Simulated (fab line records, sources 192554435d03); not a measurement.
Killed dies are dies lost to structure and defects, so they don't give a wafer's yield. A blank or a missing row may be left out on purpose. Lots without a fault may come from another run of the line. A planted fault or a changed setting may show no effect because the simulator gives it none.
A struck lot beside a sound one | flow n5_finfet | 21 steps out of a route of 1938
Sound: wafers L849.2, L849.3, L849.6. Struck: wafers L852.2, L852.4, L852.5. The cause comes at the end.
At each step with rows: each side's tool, then ch and its chambers, then its first start. Under that, the readings that differ: sound wafers | struck wafers | difference of the means | sigmas: that difference in standard deviations of wafers without a fault.
alike: readings whose means differ by less than 2 such deviations, and words and numbers that are the same on both sides. not compared: withheld readings, readings that some wafer has no value for, bounds like >300 that may hide the same value, and numbers for which the record gives no deviation and whose values overlap.
The two part at a step that has a row with sigmas, a row that says differs or no value, or rows on one side only. Numbers that don't overlap but have no deviation are shown without sigmas and don't part them. A reading that every wafer of one side lacks parts them only if that side has two wafers or more.

first, 11 steps without rows for these wafers: N5_BEOL_M5_DESCUM_16 (chemistry O2, time 7 s); N5_BEOL_M5_ETCH_72 (etches underlayer in N2/H2, target depth 6.5 nm, time 5.2 s); N5_BEOL_M5_ETCH_61 (etches SiARC in CF4, target depth 15.6 nm, time 26 s); N5_BEOL_M5_ETCH_62 (etches SOC in N2/H2, target depth 75 nm, overetch 15 nm, time 112.5 s); N5_BEOL_M5_STRIP_63 (strips in N2/H2); N5_BEOL_M5_STRIP_73 (strips in N2/H2); N5_BEOL_M5_STRIP_64 (strips in CF4); N5_BEOL_M5_HM_OPEN_17 (chemistry Cl2/BCl3, target TiN, target depth 20 nm, overetch 6 nm); N5_BEOL_M5_STRIP_19 (strips in O2); N5_BEOL_M5_COAT_65 (time 60 s, resist thk 60 nm); N5_BEOL_M5_COAT_66 (time 60 s, resist thk 12 nm).
N5_BEOL_M5_COAT_74: time 60 s, resist thk 5 nm.
  sound on litho_track-05 ch 0, day 12 03:58; struck on litho_track-02 ch 0, day 12 14:07
  reading              | sound                | struck               | difference | sigmas
  spin_speed_rpm (rpm) | 1499.6 1498.4 1501.0 | 1435.2 1436.8 1435.3 | -63.9      | -58
  alike: chill_plate_temp_C, dispense_pressure_kPa
then, 7 steps without rows for these wafers: N5_BEOL_M5_COAT_22 (resist thk 30 nm); N5_BEOL_M5_EBR_24; N5_BEOL_M5_SOFTBAKE_23 (time 60 s); N5_BEOL_M5_EXPOSE_25 (exposes mask V4, defocus 10 nm); N5_BEOL_M5_PEB_26 (peb time 60 s); N5_BEOL_M5_DEVELOP_27 (develop time 30 s); N5_BEOL_M5_DESCUM_33 (chemistry O2, time 7 s).
N5_BEOL_M5_ETCH_75: etches underlayer in N2/H2, target depth 6.5 nm, time 5.2 s.
  sound on rie_diel-06 ch 1,3, day 12 06:22; struck on rie_diel-06 ch 2,3, day 12 14:32
  reading                  | sound             | struck            | difference | sigmas
  model.etch.depth_nm (nm) | 5.008 5.025 5.032 | 5.105 5.093 5.108 | +0.080     |
  alike: bias_w, drypump_motor_current_A, etch_rf_on_time_s, oes_product_au, rf_vpp_V, showerhead_plenum_p_Torr, throttle_valve_pct
  not compared: rf_hours_counter_h
then, 1 step without rows for these wafers: N5_BEOL_M5_ETCH_67 (etches SiARC in CF4, target depth 15.6 nm, time 26 s).

WHERE THEY PART
Only at N5_BEOL_M5_COAT_74, within this record. Later steps at which nothing parts them and some readings are alike: N5_BEOL_M5_ETCH_75.

WHY: what the simulator had put in
Process parameter drift: litho_track-02, from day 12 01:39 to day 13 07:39, at N5_BEOL_M5_COAT_74. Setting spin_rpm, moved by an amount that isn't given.
